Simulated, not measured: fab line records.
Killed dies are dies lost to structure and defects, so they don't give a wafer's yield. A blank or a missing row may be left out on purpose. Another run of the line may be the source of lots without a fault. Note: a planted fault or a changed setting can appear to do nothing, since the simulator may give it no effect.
Chamber matching -- flow nandHarc -- 3 sister chambers for NHARC_A_CONTACT_DEP_29 on pecvd-02
The step deposits SiON, target thk 70 nm. 3 wafers are shown with their chamber, then 10 later ones without.

WAFERS, EACH WITH ITS CHAMBER
wafer,chamber,heaterPowerW (W)
L083.5,0,824
L085.3,2,733
L085.4,1,652

WAFERS WITH NO CHAMBER GIVEN
wafer,heaterPowerW (W)
L085.6,582
L086.2,688
L086.3,799
L086.4,621
L090.1,746
L090.3,666
L090.6,601
L092.2,788
L092.3,777
L092.5,792

WHICH CHAMBER EACH WENT THROUGH
wafer,from the rows above,in truth
L085.6,1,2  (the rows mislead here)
L086.2,can't be placed: 1 or 2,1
L086.3,can't be placed: 0 or 2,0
L086.4,1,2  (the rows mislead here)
L090.1,can't be placed: 2 or 0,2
L090.3,can't be placed: 1 or 2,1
L090.6,1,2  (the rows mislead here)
L092.2,can't be placed: 0 or 2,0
L092.3,can't be placed: 2 or 0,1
L092.5,can't be placed: 0 or 2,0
Correct placement for 0 of the 10. Unplaceable from these rows: 7, with the true chamber sitting among the candidates in 6. 3 placed wrongly.
How it was worked out, from the rows above alone: a wafer's distance from a chamber is the root of the sum, over the readings, of the square of ((its reading less the chamber's mean) divided by the reading's scatter). If the next closest chamber is less than 2 further off than the closest, the wafer can't be placed; otherwise it belongs to the closest. The mean given for a chamber averages the wafers shown for that chamber. The scatter: root of mean squared gap, hidden wafer to nearest shown wafer, with one shown wafer a chamber.
